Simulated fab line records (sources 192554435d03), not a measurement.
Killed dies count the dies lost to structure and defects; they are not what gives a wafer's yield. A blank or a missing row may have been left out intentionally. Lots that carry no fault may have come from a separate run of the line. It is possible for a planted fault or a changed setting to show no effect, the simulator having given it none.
Matching of chambers + flow n5-finfet + N5_BEOL_M2_CO_CAP_55 on cvd-co-02 has 3 sister chambers
The step material Co, precursor CCTBA/H2, target thk 2 nm, time 102.1 s. 33 wafers are shown with their chamber, then 12 later ones without.

== WAFERS, EACH WITH ITS CHAMBER ==
| wafer  | chamber | heater-power-w (W) |
|--------|---------|--------------------|
| L078.1 | 0       | 224                |
| L078.2 | 2       | 224                |
| L078.3 | 1       | 201                |
| L079.1 | 1       | 207                |
| L079.2 | 0       | 223                |
| L079.3 | 2       | 231                |
| L080.2 | 1       | 205                |
| L080.5 | 0       | 228                |
| L080.6 | 2       | 228                |
| L082.2 | 1       | 207                |
| L082.5 | 1       | 204                |
| L082.6 | 0       | 225                |
| L085.3 | 0       | 223                |
| L085.4 | 0       | 224                |
| L085.5 | 2       | 235                |
| L088.1 | 1       | 195                |
| L088.3 | 1       | 206                |
| L088.4 | 0       | 223                |
| L089.1 | 0       | 225                |
| L089.3 | 0       | 225                |
| L089.6 | 0       | 223                |
| L090.1 | 0       | 221                |
| L090.3 | 1       | 206                |
| L090.5 | 1       | 200                |
| L092.1 | 1       | 203                |
| L092.2 | 2       | 233                |
| L092.3 | 0       | 219                |
| L093.1 | 2       | 234                |
| L093.2 | 1       | 204                |
| L093.4 | 0       | 223                |
| L094.2 | 2       | 234                |
| L094.4 | 1       | 207                |
| L094.6 | 2       | 226                |

SIGNATURES, as means of the wafers listed above
| reading        | chamber 0 | chamber 1 | chamber 2 | scatter within a chamber |
|----------------|-----------|-----------|-----------|--------------------------|
| heater-power-w | 223.54    | 203.75    | 230.62    | 3.25                     |
Rule: for a wafer and a chamber, the distance is found by dividing, reading by reading, the gap between the wafer's reading and the chamber's mean by the reading's scatter, squaring, summing and taking the root. The wafer belongs to the nearest chamber; if the next one is less than 2 further off, it can't be placed. How the scatter is found: for the shown wafers, subtract from each reading the mean of its chamber, square and add these, divide the total by (wafers less chambers), then take the root.

== WAFERS WHOSE CHAMBER IS MISSING ==
| wafer  | heater-power-w (W) |
|--------|--------------------|
| L095.1 | 206                |
| L095.2 | 238                |
| L095.3 | 224                |
| L095.4 | 199                |
| L095.5 | 232                |
| L095.6 | 224                |
| L096.2 | 205                |
| L096.4 | 204                |
| L096.6 | 231                |
| L097.3 | 227                |
| L097.4 | 226                |
| L097.5 | 233                |

== EACH ONE'S CHAMBER ==
| wafer  | from the rows above     | in truth |
|--------|-------------------------|----------|
| L095.1 | 1                       | 1        |
| L095.2 | 2                       | 2        |
| L095.3 | can't be placed: 0 or 2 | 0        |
| L095.4 | 1                       | 1        |
| L095.5 | 2                       | 2        |
| L095.6 | can't be placed: 0 or 2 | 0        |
| L096.2 | 1                       | 1        |
| L096.4 | 1                       | 1        |
| L096.6 | 2                       | 2        |
| L097.3 | can't be placed: 0 or 2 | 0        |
| L097.4 | can't be placed: 0 or 2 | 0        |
| L097.5 | 2                       | 2        |
Correct placement for 8 of the 12. Can't be placed from these rows: 4 (the true chamber is among the candidates in 4). Placed wrongly: 0.
